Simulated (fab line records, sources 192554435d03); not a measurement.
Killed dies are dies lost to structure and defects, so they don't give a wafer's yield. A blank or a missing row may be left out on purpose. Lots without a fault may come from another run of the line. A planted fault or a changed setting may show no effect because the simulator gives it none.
One fault seen from 3 desks | flow n5_finfet | each desk has only its own numbers; what lay behind them comes last

THE METROLOGY DESK
What the gauges read, lot by lot, whatever tool the lot ran on: means of the sampled wafers that have a number. A lot is out of limits, marked OUT, if its mean lies more than 4 standard deviations from the usual mean; the brackets give that distance.
Columns: A = cd_nm at N5_BEOL_M8_CD_MEAS_28, usual 40.00 nm; B = V7_OVL at N5_BEOL_M8_OVL_MEAS_29, usual 0.2 nm
lot  | first seen here | A     | B
L298 | day 10 03:17    | 39.93 | 0.1
L307 | day 12 04:35    | 40.02 | -0.4
L309 | day 13 06:42    | 39.93 | 0.8
L310 | day 13 08:59    | 40.24 | 0.3
L315 | day 14 09:55    | 39.93 | -0.3
L319 | day 15 06:57    | 40.09 | 0.2
This desk's finding: nothing out of limits on any of the 6 lots.

THE TOOL OWNER'S DESK: rie_diel-06
The tool's own readings at N5_BEOL_M8_VIA_ETCH_34 (etches SiCOH lowk in C4F6/O2, target depth 125.5 nm, time 50.5 s): means of the sampled wafers that have a number, for each lot that ran on this tool. A lot is out of limits, marked OUT, if its mean lies more than 4 standard deviations from the usual mean; the brackets give that distance.
Columns: A = C4F6_flow_sccm at N5_BEOL_M8_VIA_ETCH_34, usual 10.001 sccm; B = bias_w at N5_BEOL_M8_VIA_ETCH_34, usual 185.0 W; C = drypump_motor_current_A at N5_BEOL_M8_VIA_ETCH_34, usual 5.5 A; D = oes_product_au at N5_BEOL_M8_VIA_ETCH_34, usual 0.81 a.u.; E = rf_vpp_V at N5_BEOL_M8_VIA_ETCH_34, usual 665 V; F = showerhead_plenum_p_Torr at N5_BEOL_M8_VIA_ETCH_34, usual 2.86 Torr; G = throttle_valve_pct at N5_BEOL_M8_VIA_ETCH_34, usual 20.94 %
lot  | first seen here | A      | B                | C   | D    | E   | F    | G
L307 | day 12 05:01    | 9.990  | 185.2            | 5.4 | 0.81 | 665 | 2.86 | 20.78
L309 | day 13 07:03    | 10.001 | 189.4 (+8.1) OUT | 5.2 | 0.87 | 679 | 2.92 | 20.69
L310 | day 13 09:17    | 9.987  | 187.4 (+4.4) OUT | 5.7 | 0.74 | 677 | 2.87 | 20.75
This desk's finding: out of limits on L309, L310; first on L309, day 13 07:03 (bias_w at N5_BEOL_M8_VIA_ETCH_34). In limits: L307.

THE DEFECT DESK
What the inspections along the route counted, lot by lot: means of the sampled wafers that have a number. A lot is out of limits, marked OUT, if its mean lies more than 4 standard deviations from the usual mean; the brackets give that distance.
Columns: A = raw_defect_count at N5_BEOL_M8_INSPECT_30, usual 413
lot  | first seen here | A
L298 | day 10 03:22    | 400
L307 | day 12 04:40    | 376
L309 | day 13 06:50    | 375
L310 | day 13 09:04    | 476
L315 | day 14 10:00    | 277
L319 | day 15 07:02    | 356
This desk's finding: nothing out of limits on any of the 6 lots.

PUT TOGETHER
The tool owner's desk could have raised an alarm at day 13 07:03, on L309, L310.
The metrology desk saw nothing out of limits.
The defect desk saw nothing out of limits.
The metrology desk has L309, L310 on record, within its limits.
The defect desk has L309, L310 on record, within its limits.
Of the lots named, all ran N5_BEOL_M8_VIA_ETCH_34 on rie_diel-06.

WHAT THE SIMULATOR HAD PUT IN
Process parameter drift: rie_diel-06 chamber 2, from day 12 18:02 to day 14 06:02, at N5_BEOL_M8_VIA_ETCH_34. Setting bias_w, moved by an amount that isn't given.
Lots struck among those shown: L309, L310.
Hours from the fault's start to each desk's first reading out of limits: the tool owner's desk, 13.
